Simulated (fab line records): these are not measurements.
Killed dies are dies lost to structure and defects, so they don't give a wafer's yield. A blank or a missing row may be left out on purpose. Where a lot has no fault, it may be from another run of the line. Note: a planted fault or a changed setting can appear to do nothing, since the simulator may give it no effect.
fab line records -- flow n5-finfet
[record] lots = 7, wafers = 39
route steps=1938 shown ZERO_LAYER@11 FIN_SAQP@100 BEOL_M0_SAQP@672 BEOL_M2@857 BEOL_M3@931
start-h: the number of hours between the record's first day and the start of the first shown wafer of the lot -- wait-h: hours elapsed since this lot's preceding step -- " the same as in the row above -- L1.1+2: several wafers, shown together as one row -- - value missing, or start not given -- * or withheld: withheld -- < > ~ a bound
route shown NAME@n: names a module that has steps shown in the file, with the first one's number in the route -- usual: mean/standard deviation of fault-free wafers -- same: alike in all rows -- chamber/n: place in a boat -- sites: readings site by site -- _std_site: the standard deviation of these -- _edge_site: inner sites' mean taken away from outer sites' mean -- radius-mm: for every site, how far away it sits from the centre of the wafer -- mask NAME#n: copy n -- behind: the last tool/chamber to shape the wafer -- hold: why the lot went on hold/how many hours it stayed there/how the hold came to an end -- device: which transistor (n, p or np) failed to switch -- end of line: the tests these same wafers got at the end of their route -- for a step that has no rows: nothing shown but its recipe -- killed: not the wafer's yield, but the dies lost to structure and defects at the first sort -- map: the dies of a wafer, with x for killed, . for not killed, _ for no die there
set.NAME: the setting as run; set.NAME@STEP: as run at that earlier step -- model.NAME: the simulator's own value behind a step, which no gauge read
lots whose settings were changed on purpose; a table a step, a row a wafer
[[steps]]
[step N5_ZERO_LAYER_DEVELOP_10]
[recipe] develop-time-s = 60, rinse-liquid = diw, dry = air-spin, dev-temp-c = 21
lot.wafer,tool,chamber,start-h,wait-h,set.develop-time-s
L074.1+2+3+4+5+6,litho-track-04,0,-,-,60
L075.1+2+4,litho-track-04,0,-,-,60
L075.3+5+6,litho-track-04,0,-,-,42.23
L077.1+2+6,litho-track-05,0,-,-,60
L077.3+4+5,litho-track-05,0,-,-,39.54
L080.2+4+5,litho-track-01,0,-,-,60
L082.1+2+3+4+5+6,litho-track-01,0,-,-,60
L086.1+3+4,litho-track-01,0,-,-,60
L086.2+5+6,litho-track-01,0,-,-,25.99
L093.1+4+5,litho-track-01,0,-,-,60
L093.2+3+6,litho-track-01,0,-,-,94.87
[step N5_ZERO_LAYER_HARDBAKE_23]
[recipe] temp-c = 130, time-s = 120
[step N5_ZERO_LAYER_CD_MEAS_11]
[recipe] target-cd-nm = 2000, landing-energy-ev = 500, detector = se-inlens
[usual] cd-nm = 1998.7/2.2
lot.wafer,tool,chamber,start-h,wait-h,set.develop-time-s@ZERO_LAYER_DEVELOP_10,cd-nm
L074.1,cd-sem-03,0,12.77,-,60,1996.2
L074.2,cd-sem-03,0,12.77,-,60,2000.7
L074.3,cd-sem-03,0,12.77,-,60,2001.0
L074.4,cd-sem-03,0,12.77,-,60,1999.7
L074.5,cd-sem-03,0,12.77,-,60,2000.5
L074.6,cd-sem-03,0,12.77,-,60,2000.3
L075.1,cd-sem-02,0,18.64,-,60,1999.8
L075.2,cd-sem-02,0,18.64,-,60,2001.0
L075.3,cd-sem-02,0,18.64,-,42.23,1995.6
L075.4,cd-sem-02,0,18.64,-,60,1998.4
L075.5,cd-sem-02,0,18.64,-,42.23,1995.8
L075.6,cd-sem-02,0,18.64,-,42.23,1992.5
L077.1,cd-sem-02,0,30.80,-,60,1998.9
L077.2,cd-sem-02,0,30.80,-,60,1995.4
L077.3,cd-sem-02,0,30.80,-,39.54,1987.4
L077.4,cd-sem-02,0,30.80,-,39.54,1988.2
L077.5,cd-sem-02,0,30.80,-,39.54,1991.1
L077.6,cd-sem-02,0,30.80,-,60,1996.0
L080.2,cd-sem-01,0,48.77,-,60,1996.4
L080.4,cd-sem-01,0,48.77,-,60,1994.5
L080.5,cd-sem-01,0,48.77,-,60,1996.1
L082.1,cd-sem-03,0,60.64,-,60,1998.9
L082.2,cd-sem-03,0,60.64,-,60,1998.8
L082.3,cd-sem-03,0,60.64,-,60,1996.7
L082.4,cd-sem-03,0,60.64,-,60,1998.3
L082.5,cd-sem-03,0,60.64,-,60,2001.6
L082.6,cd-sem-03,0,60.64,-,60,1995.4
L086.1,cd-sem-02,0,84.77,-,60,1999.0
L086.2,cd-sem-02,0,84.77,-,25.99,1980.8
L086.3,cd-sem-02,0,84.77,-,60,1997.2
L086.4,cd-sem-02,0,84.77,-,60,2000.1
L086.5,cd-sem-02,0,84.77,-,25.99,1982.1
L086.6,cd-sem-02,0,84.77,-,25.99,1979.1
L093.1,cd-sem-01,0,126.64,-,60,1999.0
L093.2,cd-sem-01,0,126.64,-,94.87,2007.5
L093.3,cd-sem-01,0,126.64,-,94.87,2005.6
L093.4,cd-sem-01,0,126.64,-,60,1999.5
L093.5,cd-sem-01,0,126.64,-,60,2001.6
L093.6,cd-sem-01,0,126.64,-,94.87,2005.6
[step N5_ZERO_LAYER_DESCUM_16]
[recipe] chemistry = O2, time-s = 7.9, source-power-w = 50, bias-power-w = 20, pressure-mtorr = 20, rf-frequency-hz = 2.712e+07, temp-c = 40, o2-flow-sccm = 225
lot.wafer,tool,chamber,start-h,wait-h,set.develop-time-s@ZERO_LAYER_DEVELOP_10,model.ZERO_LAYER.cd-nm
L074.1,rie-diel-05,1,12.80,0.0,60,1996
L074.2+4+6,rie-diel-05,"3,0,2",12.80,0.0,60,2000
L074.3+5,rie-diel-05,"2,1",12.80,0.0,60,2001
L075.1,rie-diel-05,1,19.14,0.5,60,2000
L075.2,rie-diel-05,2,19.14,0.5,60,2001
L075.3,rie-diel-05,3,19.14,0.5,42.23,1995
L075.4,rie-diel-05,0,19.14,0.5,60,1998
L075.5,rie-diel-05,3,19.14,0.5,42.23,1996
L075.6,rie-diel-05,0,19.14,0.5,42.23,1992
L077.1,rie-diel-04,1,30.84,0.0,60,1999
L077.2,rie-diel-04,3,30.84,0.0,60,1995
L077.3+4,rie-diel-04,"0,2",30.84,0.0,39.54,1988
L077.5,rie-diel-04,0,30.84,0.0,39.54,1991
L077.6,rie-diel-04,3,30.84,0.0,60,1996
L080.2+5,rie-diel-01,"0,2",48.80,0.0,60,1996
L080.4,rie-diel-01,3,48.80,0.0,60,1995
L082.1+2,rie-diel-05,"2,1",60.68,0.0,60,1999
L082.3,rie-diel-05,3,60.68,0.0,60,1996
L082.4,rie-diel-05,0,60.68,0.0,60,1998
L082.5,rie-diel-05,0,60.68,0.0,60,2001
L082.6,rie-diel-05,3,60.68,0.0,60,1995
L086.1,rie-diel-05,0,84.88,0.1,60,1999
L086.2,rie-diel-05,2,84.88,0.1,25.99,1981
L086.3,rie-diel-05,3,84.88,0.1,60,1997
L086.4,rie-diel-05,1,84.88,0.1,60,2000
L086.5,rie-diel-05,2,84.88,0.1,25.99,1982
L086.6,rie-diel-05,3,84.88,0.1,25.99,1979
L093.1+4,rie-diel-04,"1,0",126.68,0.0,60,1999
L093.2,rie-diel-04,3,126.68,0.0,94.87,2007
L093.3,rie-diel-04,2,126.68,0.0,94.87,2005
L093.5,rie-diel-04,0,126.68,0.0,60,2001
L093.6,rie-diel-04,3,126.68,0.0,94.87,2006
[step N5_FIN_SAQP_PECVD_06]
[recipe] material = a-Si, target-thk-a = 600, temp-c = 400, precursor = SiH4/He, pressure-torr = 3, rf-w = 100, time-s = 48.1
lot.wafer,tool,chamber,start-h,wait-h,set.time-s,model.a-Si_of_FIN_SAQP_PECVD_06.thk-nm
L074.1,pecvd-03,0,20.94,0.0,57.53,71.37
L074.2,pecvd-03,1,20.94,0.0,48.1,59.79
L074.3,pecvd-03,2,20.94,0.0,48.1,60.83
L074.4,pecvd-03,2,20.94,0.0,57.53,73.17
L074.5,pecvd-03,1,20.94,0.0,57.53,72.92
L074.6,pecvd-03,0,20.94,0.0,48.1,61.09
L075.1,pecvd-03,1,28.46,0.0,48.1,59.75
L075.2,pecvd-03,0,28.46,0.0,48.1,59.01
L075.3,pecvd-03,2,28.46,0.0,48.1,60.35
L075.4,pecvd-03,1,28.46,0.0,20.51,24.77
L075.5,pecvd-03,0,28.46,0.0,20.51,25.93
L075.6,pecvd-03,2,28.46,0.0,20.51,25.13
L077.1,pecvd-03,0,39.55,0.0,29.56,35.87
L077.2+5,pecvd-03,1,39.55,0.0,48.1,59.59
L077.3,pecvd-03,0,39.55,0.0,48.1,60.19
L077.4,pecvd-03,1,39.55,0.0,29.56,36.06
L077.6,pecvd-03,0,39.55,0.0,29.56,36.82
L080.2,pecvd-03,0,57.89,0.0,48.1,59.79
L080.4,pecvd-03,1,57.89,0.0,48.1,61.18
L080.5,pecvd-03,2,57.89,0.0,48.1,60.93
L082.1,pecvd-02,2,69.23,0.0,66.92,82.44
L082.2,pecvd-02,1,69.23,0.0,48.1,58.22
L082.3,pecvd-02,1,69.23,0.0,48.1,58.87
L082.4,pecvd-02,2,69.23,0.0,48.1,59.09
L082.5,pecvd-02,1,69.23,0.0,66.92,82.3
L082.6,pecvd-02,2,69.23,0.0,66.92,82.71
L086.1,pecvd-04,0,93.66,0.0,48.1,60.22
L086.2,pecvd-04,2,93.66,0.0,48.1,59.7
L086.3,pecvd-04,1,93.66,0.0,48.1,60.64
L086.4,pecvd-04,2,93.66,0.0,48.1,61.29
L086.5,pecvd-04,1,93.66,0.0,48.1,61.28
L086.6,pecvd-04,0,93.66,0.0,48.1,61.12
L093.1,pecvd-02,2,134.78,0.0,48.1,59.17
L093.2,pecvd-02,1,134.78,0.0,66.83,82.7
L093.3,pecvd-02,0,134.78,0.0,66.83,82.98
L093.4,pecvd-02,0,134.78,0.0,66.83,84.24
L093.5,pecvd-02,2,134.78,0.0,48.1,58.95
L093.6,pecvd-02,1,134.78,0.0,48.1,59.8
[step N5_FIN_SAQP_THK_MEAS_07]
[usual] thk-nm = 60.1/0.89
lot.wafer,tool,chamber,start-h,wait-h,set.time-s@FIN_SAQP_PECVD_06,thk-nm
L074.1,film-metro-01,-,21.03,0.1,57.53,71.4
L074.2,film-metro-01,-,21.03,0.1,48.1,59.9
L074.3,film-metro-01,-,21.03,0.1,48.1,60.9
L074.4,film-metro-01,-,21.03,0.1,57.53,73.2
L074.5,film-metro-01,-,21.03,0.1,57.53,72.9
L074.6,film-metro-01,-,21.03,0.1,48.1,61.1
L075.1,film-metro-01,-,28.54,0.1,48.1,59.8
L075.2,film-metro-01,-,28.54,0.1,48.1,59.0
L075.3,film-metro-01,-,28.54,0.1,48.1,60.4
L075.4,film-metro-01,-,28.54,0.1,20.51,24.8
L075.5,film-metro-01,-,28.54,0.1,20.51,25.9
L075.6,film-metro-01,-,28.54,0.1,20.51,25.1
L077.1,film-metro-01,-,39.67,0.1,29.56,35.9
L077.2,film-metro-01,-,39.67,0.1,48.1,59.6
L077.3,film-metro-01,-,39.67,0.1,48.1,60.2
L077.4,film-metro-01,-,39.67,0.1,29.56,36.1
L077.5,film-metro-01,-,39.67,0.1,48.1,59.6
L077.6,film-metro-01,-,39.67,0.1,29.56,36.8
L080.2,film-metro-02,-,57.98,0.1,48.1,59.8
L080.4,film-metro-02,-,57.98,0.1,48.1,61.2
L080.5,film-metro-02,-,57.98,0.1,48.1,60.9
L082.1,film-metro-02,-,69.35,0.1,66.92,82.4
L082.2,film-metro-02,-,69.35,0.1,48.1,58.2
L082.3,film-metro-02,-,69.35,0.1,48.1,58.9
L082.4,film-metro-02,-,69.35,0.1,48.1,59.1
L082.5,film-metro-02,-,69.35,0.1,66.92,82.3
L082.6,film-metro-02,-,69.35,0.1,66.92,82.7
L086.1,film-metro-02,-,93.75,0.1,48.1,60.2
L086.2,film-metro-02,-,93.75,0.1,48.1,59.7
L086.3,film-metro-02,-,93.75,0.1,48.1,60.7
L086.4,film-metro-02,-,93.75,0.1,48.1,61.3
L086.5,film-metro-02,-,93.75,0.1,48.1,61.2
L086.6,film-metro-02,-,93.75,0.1,48.1,61.1
L093.1,film-metro-02,-,134.86,0.1,48.1,59.2
L093.2,film-metro-02,-,134.86,0.1,66.83,82.7
L093.3,film-metro-02,-,134.86,0.1,66.83,83.0
L093.4,film-metro-02,-,134.86,0.1,66.83,84.3
L093.5,film-metro-02,-,134.86,0.1,48.1,58.9
L093.6,film-metro-02,-,134.86,0.1,48.1,59.7
[step N5_FIN_SAQP_HM_DEP_72]
[recipe] material = SiO2, target-thk-a = 120, temp-c = 400, precursor = SiH4/N2O, pressure-torr = 0.75, rf-w = 275, time-s = 7.2
[step N5_FIN_SAQP_COAT_49]
[recipe] resist = SOC, temp-c = 250, time-s = 60, spin-rpm = 1500, resist-thk-nm = 100
[step N5_FIN_SAQP_HM_OPEN_73]
[recipe] chemistry = CHF3/O2, target = SiO2, stop-on = a-Si, target-depth-a = 120, over-etch-frac = 1.8, mask-material = SOC, time-s = 16.8, pressure-mtorr = 30, source-w = 650, bias-w = 170, Ar_flow_sccm = 200, CHF3_flow_sccm = 50, O2_flow_sccm = 5, ion-energy-ev = 200, ends = end-point
[step N5_FIN_SAQP_STRIP_74]
[recipe] chemistry = CHF3/O2, resist = SiARC, rf-frequency-hz = 6e+07
[step N5_FIN_SAQP_MANDREL_ETCH_22]
[recipe] target-depth-a = 600, chemistry = HBr/Cl2, target = a-Si, stop-on = SiNx, bt-time-s = 10, over-etch-frac = 0.5, time-s = 30, pressure-mtorr = 10, icp-w = 800, bias-w = 75, HBr_flow_sccm = 150, Cl2_flow_sccm = 80, ends = end-point
[usual] oes-product-au = 0.771/0.014
lot.wafer,tool,chamber,start-h,wait-h,set.time-s@FIN_SAQP_PECVD_06,oes-product-au,model.etch.depth-nm
L074.1,rie-si-06,2,21.77,0.0,57.53,0.865,71.22
L074.2,rie-si-06,3,21.77,0.0,48.1,0.760,59.75
L074.3,rie-si-06,0,21.77,0.0,48.1,0.754,60.83
L074.4,rie-si-06,1,21.77,0.0,57.53,0.856,73.09
L074.5,rie-si-06,0,21.77,0.0,57.53,0.843,72.88
L074.6,rie-si-06,3,21.77,0.0,48.1,0.772,60.94
L075.1,rie-si-06,3,29.55,0.0,48.1,0.752,59.6
L075.2,rie-si-06,1,29.55,0.0,48.1,0.752,58.98
L075.3,rie-si-06,0,29.55,0.0,48.1,0.747,60.27
L075.4,rie-si-06,2,29.55,0.0,20.51,0.507,24.62
L075.5,rie-si-06,1,29.55,0.0,20.51,0.498,25.89
L075.6,rie-si-06,2,29.55,0.0,20.51,0.513,25.04
L077.1,rie-si-06,2,40.56,0.0,29.56,0.587,35.72
L077.2,rie-si-06,3,40.56,0.0,48.1,0.758,59.5
L077.3,rie-si-06,1,40.56,0.0,48.1,0.765,60.15
L077.4,rie-si-06,0,40.56,0.0,29.56,0.571,35.91
L077.5,rie-si-06,3,40.56,0.0,48.1,0.765,59.56
L077.6,rie-si-06,0,40.56,0.0,29.56,0.571,36.73
L080.2,rie-si-06,1,58.85,0.0,48.1,0.770,59.72
L080.4,rie-si-06,0,58.85,0.0,48.1,0.743,61.14
L080.5,rie-si-06,3,58.85,0.0,48.1,0.766,60.93
L082.1,rie-si-02,1,70.27,0.0,66.92,0.958,82.28
L082.2,rie-si-02,0,70.27,0.0,48.1,0.771,58.22
L082.3,rie-si-02,2,70.27,0.0,48.1,0.757,58.78
L082.4,rie-si-02,3,70.27,0.0,48.1,0.771,59
L082.5,rie-si-02,0,70.27,0.0,66.92,0.950,82.15
L082.6,rie-si-02,3,70.27,0.0,66.92,0.959,82.71
L086.1,rie-si-02,3,94.95,0.0,48.1,0.782,60.17
L086.2,rie-si-02,2,94.95,0.0,48.1,0.770,59.7
L086.3,rie-si-02,0,94.95,0.0,48.1,0.782,60.57
L086.4,rie-si-02,1,94.95,0.0,48.1,0.791,61.22
L086.5,rie-si-02,2,94.95,0.0,48.1,0.777,61.28
L086.6,rie-si-02,3,94.95,0.0,48.1,0.786,61.07
L093.1,rie-si-06,0,135.60,0.0,48.1,0.735,59.14
L093.2,rie-si-06,2,135.60,0.0,66.83,0.955,82.7
L093.3,rie-si-06,1,135.60,0.0,66.83,0.923,82.96
L093.4,rie-si-06,3,135.60,0.0,66.83,0.951,84.19
L093.5,rie-si-06,1,135.60,0.0,48.1,0.749,58.93
L093.6,rie-si-06,0,135.60,0.0,48.1,0.756,59.8
[step N5_BEOL_M0_SAQP_ETCH_106]
[recipe] chemistry = N2/H2, target = SOC, target-depth-a = 1500, stop-on = SiNx, ion-energy-ev = 100, bias-w = 61, pressure-mtorr = 30, source-w = 850, n2-flow-sccm = 200, h2-flow-sccm = 200
lot.wafer,tool,chamber,start-h,wait-h,set.target-depth-a,model.SOC_of_BEOL_M0_SAQP_COAT_105.thk-nm
L074.1,rie-diel-01,0,110.23,-,1500,26.2
L074.2+5,rie-diel-01,1,110.23,-,1500,22.4
L074.3,rie-diel-01,1,110.23,-,1500,22.2
L074.4,rie-diel-01,0,110.23,-,1500,25.6
L074.6,rie-diel-01,0,110.23,-,1500,26
L075.1,rie-diel-04,0,119.47,-,1007,48.8
L075.2,rie-diel-04,1,119.47,-,1500,24.8
L075.3,rie-diel-04,2,119.47,-,1500,24.2
L075.4,rie-diel-04,3,119.47,-,1007,50.4
L075.5,rie-diel-04,2,119.47,-,1007,48.4
L075.6,rie-diel-04,1,119.47,-,1500,25
L077.1+2+4,rie-diel-04,"1,2,0",133.30,-,2291,0
L077.3,rie-diel-04,3,133.30,-,1500,27.8
L077.5,rie-diel-04,3,133.30,-,1500,26.6
L077.6,rie-diel-04,2,133.30,-,1500,24.4
L080.2,rie-diel-01,2,146.52,-,1500,24.4
L080.4,rie-diel-01,1,146.52,-,1500,21.2
L080.5,rie-diel-01,0,146.52,-,1500,25
L082.1+3+5,rie-diel-01,"3,1,2",155.45,-,2192,0
L082.2,rie-diel-01,2,155.45,-,1500,24
L082.4,rie-diel-01,0,155.45,-,1500,25.8
L082.6,rie-diel-01,1,155.45,-,1500,21.6
L086.1,rie-diel-01,2,184.41,-,1500,24.8
L086.2,rie-diel-01,3,184.41,-,1500,19.2
L086.3,rie-diel-01,0,184.41,-,1500,25.8
L086.4,rie-diel-01,1,184.41,-,1500,22.6
L086.5,rie-diel-01,2,184.41,-,1500,25.4
L086.6,rie-diel-01,1,184.41,-,1500,23
L093.1,rie-diel-05,0,222.48,-,1500,23.2
L093.2,rie-diel-05,2,222.48,-,1135,42.6
L093.3,rie-diel-05,3,222.48,-,1500,25.2
L093.4,rie-diel-05,1,222.48,-,1135,45.4
L093.5,rie-diel-05,0,222.48,-,1135,42.2
L093.6,rie-diel-05,1,222.48,-,1500,28
[step N5_BEOL_M2_DESCUM_16]
[recipe] chemistry = O2, time-s = 7, source-power-w = 50, bias-power-w = 20, pressure-mtorr = 20, rf-frequency-hz = 2.712e+07, temp-c = 40, resist = CAR-EUV, o2-flow-sccm = 225
lot.wafer,tool,chamber,start-h,wait-h,set.time-s,model.CAR-EUV_of_BEOL_M2_COAT_05.thk-nm
L074.1+2,rie-diel-06,"1,0",136.21,0.0,7,26.2
L074.3+5+6,rie-diel-06,"2,0,2",136.21,0.0,3.235,28
L074.4,rie-diel-06,1,136.21,0.0,7,26
L075.1+5,rie-diel-02,0,143.39,0.0,7,26
L075.2,rie-diel-02,1,143.39,0.0,5.826,26.6
L075.3+4,rie-diel-02,"2,3",143.39,0.0,5.826,26.4
L075.6,rie-diel-02,1,143.39,0.0,7,25.8
L077.1+3,rie-diel-02,"3,0",153.64,0.8,4.047,27.4
L077.2,rie-diel-02,2,153.64,0.8,7,26.2
L077.4,rie-diel-02,1,153.64,0.8,4.047,27.6
L077.5+6,rie-diel-02,"0,3",153.64,0.8,7,26
L080.2+5,rie-diel-06,"1,0",167.15,0.0,7,26
L080.4,rie-diel-06,3,167.15,0.0,7,25.8
L082.1+3+4+5+6,rie-diel-06,"0,2,1,0,1",175.35,0.3,7,26.2
L082.2,rie-diel-06,3,175.35,0.3,7,26
L086.1,rie-diel-06,0,204.67,0.2,10.84,24.2
L086.2+3+5,rie-diel-06,"1,2,2",204.67,0.2,7,26
L086.4+6,rie-diel-06,3,204.67,0.2,10.84,24
L093.1+2,rie-diel-06,"3,0",246.46,0.0,10.63,24.4
L093.3+6,rie-diel-06,2,246.46,0.0,7,26.2
L093.4,rie-diel-06,1,246.46,0.0,7,26
L093.5,rie-diel-06,1,246.46,0.0,10.63,24.2
[step N5_BEOL_M3_ILD_DEP_00]
[recipe] material = SiOC, target-thk-a = 790, temp-c = 350, precursor = DEMS/O2, pressure-torr = 5, rf-w = 500, time-s = 15.3
lot.wafer,tool,chamber,start-h,wait-h,set.time-s,model.SiOC_of_BEOL_M3_ILD_DEP_00.thk-nm
L074.1,pecvd-04,2,142.38,0.0,15.3,77.8
L074.2,pecvd-04,0,142.38,0.0,15.3,76.4
L074.3,pecvd-04,1,142.38,0.0,15.3,78.2
L074.4,pecvd-04,2,142.38,0.0,15.3,80.2
L074.5,pecvd-04,0,142.38,0.0,15.3,78.6
L074.6,pecvd-04,1,142.38,0.0,15.3,80
L075.1+3,pecvd-03,"2,0",148.72,0.0,15.3,77.4
L075.2,pecvd-03,1,148.72,0.0,8.498,44.4
L075.4,pecvd-03,0,148.72,0.0,15.3,78.8
L075.5,pecvd-03,2,148.72,0.0,8.498,43.2
L075.6,pecvd-03,1,148.72,0.0,8.498,45
L077.1,pecvd-01,0,159.38,0.0,9.837,52.8
L077.2,pecvd-01,2,159.38,0.0,9.837,50.2
L077.3,pecvd-01,1,159.38,0.0,9.837,51.2
L077.4+5,pecvd-01,"0,2",159.38,0.0,15.3,80.2
L077.6,pecvd-01,1,159.38,0.0,15.3,79.6
L080.2,pecvd-04,0,186.46,0.0,15.3,77
L080.4,pecvd-04,1,186.46,0.0,15.3,80.6
L080.5,pecvd-04,0,186.46,0.0,15.3,79.2
L082.1,pecvd-01,2,199.51,0.0,15.3,79.2
L082.2+4,pecvd-01,"0,1",199.51,0.0,15.3,79.8
L082.3,pecvd-01,1,199.51,0.0,24.05,123.4
L082.5,pecvd-01,2,199.51,0.0,24.05,125.8
L082.6,pecvd-01,0,199.51,0.0,24.05,125.6
L086.1,pecvd-04,0,215.06,0.0,9.483,48.6
L086.2,pecvd-04,2,215.06,0.0,9.483,50.4
L086.3+4,pecvd-04,"1,0",215.06,0.0,15.3,80
L086.5,pecvd-04,2,215.06,0.0,9.483,51.4
L086.6,pecvd-04,1,215.06,0.0,15.3,81
L093.1,pecvd-03,1,259.56,0.0,15.3,79.4
L093.2,pecvd-03,2,259.56,0.0,9.548,48
L093.3,pecvd-03,0,259.56,0.0,9.548,49.6
L093.4,pecvd-03,1,259.56,0.0,9.548,50.2
L093.5+6,pecvd-03,"0,2",259.56,0.0,15.3,79.8
[step N5_BEOL_M3_THK_MEAS_01]
[recipe] reads = SiOC_of_BEOL_M3_ILD_DEP_00
[usual] M3_ILD_THK = 79.3/1.1
lot.wafer,tool,chamber,start-h,wait-h,set.time-s@BEOL_M3_ILD_DEP_00,M3_ILD_THK[nm]
L074.1,film-metro-02,-,142.45,0.0,15.3,77.8
L074.2,film-metro-02,-,142.45,0.0,15.3,76.4
L074.3,film-metro-02,-,142.45,0.0,15.3,78.3
L074.4,film-metro-02,-,142.45,0.0,15.3,80.2
L074.5,film-metro-02,-,142.45,0.0,15.3,78.5
L074.6,film-metro-02,-,142.45,0.0,15.3,80.1
L075.1,film-metro-02,-,148.79,0.0,15.3,77.4
L075.2,film-metro-02,-,148.79,0.0,8.498,44.3
L075.3,film-metro-02,-,148.79,0.0,15.3,77.3
L075.4,film-metro-02,-,148.79,0.0,15.3,78.8
L075.5,film-metro-02,-,148.79,0.0,8.498,43.3
L075.6,film-metro-02,-,148.79,0.0,8.498,45.0
L077.1,film-metro-02,-,159.45,0.0,9.837,52.8
L077.2,film-metro-02,-,159.45,0.0,9.837,50.1
L077.3,film-metro-02,-,159.45,0.0,9.837,51.2
L077.4,film-metro-02,-,159.45,0.0,15.3,80.1
L077.5,film-metro-02,-,159.45,0.0,15.3,80.3
L077.6,film-metro-02,-,159.45,0.0,15.3,79.6
L080.2,film-metro-02,-,186.55,0.1,15.3,76.9
L080.4,film-metro-02,-,186.55,0.1,15.3,80.6
L080.5,film-metro-02,-,186.55,0.1,15.3,79.3
L082.1,film-metro-02,-,199.58,0.0,15.3,79.3
L082.2,film-metro-02,-,199.58,0.0,15.3,79.7
L082.3,film-metro-02,-,199.58,0.0,24.05,123.4
L082.4,film-metro-02,-,199.58,0.0,15.3,79.7
L082.5,film-metro-02,-,199.58,0.0,24.05,125.7
L082.6,film-metro-02,-,199.58,0.0,24.05,125.4
L086.1,film-metro-01,-,215.13,0.0,9.483,48.5
L086.2,film-metro-01,-,215.13,0.0,9.483,50.3
L086.3,film-metro-01,-,215.13,0.0,15.3,79.9
L086.4,film-metro-01,-,215.13,0.0,15.3,80.0
L086.5,film-metro-01,-,215.13,0.0,9.483,51.4
L086.6,film-metro-01,-,215.13,0.0,15.3,81.0
L093.1,film-metro-01,-,259.63,0.0,15.3,79.4
L093.2,film-metro-01,-,259.63,0.0,9.548,48.0
L093.3,film-metro-01,-,259.63,0.0,9.548,49.6
L093.4,film-metro-01,-,259.63,0.0,9.548,50.4
L093.5,film-metro-01,-,259.63,0.0,15.3,79.7
L093.6,film-metro-01,-,259.63,0.0,15.3,79.9
[[key]]
[split] step = N5_ZERO_LAYER_DEVELOP_10, setting = develop-time-s, stated = 60, by = wafer
[response] step = N5_ZERO_LAYER_CD_MEAS_11, reading = cd-nm, change = +0.209, per = 1%, r = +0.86
[response] step = N5_ZERO_LAYER_DESCUM_16, reading = model.ZERO_LAYER.cd-nm, change = +0.208, per = 1%, r = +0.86
[split] step = N5_FIN_SAQP_PECVD_06, setting = time-s, stated = 48.1, by = wafer
[response] step = N5_FIN_SAQP_PECVD_06, reading = model.a-Si_of_FIN_SAQP_PECVD_06.thk-nm, change = +0.607, per = 1%, r = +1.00
[response] step = N5_FIN_SAQP_THK_MEAS_07, reading = thk-nm, change = *, per = 1%, r = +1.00
[response] step = N5_FIN_SAQP_MANDREL_ETCH_22, reading = oes-product-au, change = +0.00464, per = 1%, r = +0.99
[response] step = N5_FIN_SAQP_MANDREL_ETCH_22, reading = model.etch.depth-nm, change = +0.607, per = 1%, r = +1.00
[split] step = N5_BEOL_M0_SAQP_ETCH_106, setting = target-depth-a, stated = 1500, by = wafer
[response] step = N5_BEOL_M0_SAQP_ETCH_106, reading = model.SOC_of_BEOL_M0_SAQP_COAT_105.thk-nm, change = -0.566, per = 1%, r = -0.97
[split] step = N5_BEOL_M2_DESCUM_16, setting = time-s, stated = 7, by = wafer
[response] step = N5_BEOL_M2_DESCUM_16, reading = model.CAR-EUV_of_BEOL_M2_COAT_05.thk-nm, change = -0.0345, per = 1%, r = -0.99
[split] step = N5_BEOL_M3_ILD_DEP_00, setting = time-s, stated = 15.3, by = wafer
[response] step = N5_BEOL_M3_ILD_DEP_00, reading = model.SiOC_of_BEOL_M3_ILD_DEP_00.thk-nm, change = +0.789, per = 1%, r = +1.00
[response] step = N5_BEOL_M3_THK_MEAS_01, reading = M3_ILD_THK, change = +0.788, per = 1%, r = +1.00
